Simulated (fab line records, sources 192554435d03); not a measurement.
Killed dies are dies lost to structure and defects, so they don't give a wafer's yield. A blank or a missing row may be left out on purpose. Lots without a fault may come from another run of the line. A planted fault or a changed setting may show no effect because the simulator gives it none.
Chamber matching | flow n5_finfet | N5_BEOL_M9_STRIP_19 on rie_diel-05: 4 sister chambers
The step strips in O2. 4 wafers are shown with their chamber, then 9 later ones without.

WAFERS WITH THEIR CHAMBER
wafer  | chamber | drypump_motor_current_A (A)
L086.1 | 2       | 6.1
L086.4 | 1       | 5.7
L087.5 | 3       | 5.1
L087.6 | 0       | 5.2

WAFERS WITHOUT THEIR CHAMBER
wafer  | drypump_motor_current_A (A)
L093.2 | 5.2
L093.3 | 6.2
L093.5 | 6.2
L095.1 | 5.1
L095.3 | 5.6
L095.5 | 5.1
L096.1 | 6.2
L096.5 | 5.1
L096.6 | 6.2

WHICH CHAMBER EACH WENT THROUGH
wafer  | from the rows above     | in truth
L093.2 | can't be placed: 0 or 3 | 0
L093.3 | 2                       | 2
L093.5 | 2                       | 2
L095.1 | can't be placed: 3 or 0 | 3
L095.3 | 1                       | 1
L095.5 | can't be placed: 3 or 0 | 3
L096.1 | 2                       | 2
L096.5 | can't be placed: 3 or 0 | 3
L096.6 | 2                       | 2
Placed correctly: 5 of 9. Can't be placed from these rows: 4 (the true chamber is among the candidates in 4). Placed wrongly: 0.
How it was worked out, from the rows above alone: a wafer's distance from a chamber is the root of the sum, over the readings, of the square of ((its reading less the chamber's mean) divided by the reading's scatter). The wafer belongs to the nearest chamber; if the next one is less than 2 further off, it can't be placed. A chamber's mean is the mean of its shown wafers. The scatter: with one shown wafer a chamber, the root of the mean of the squares of how far each hidden wafer lies from its nearest shown one.
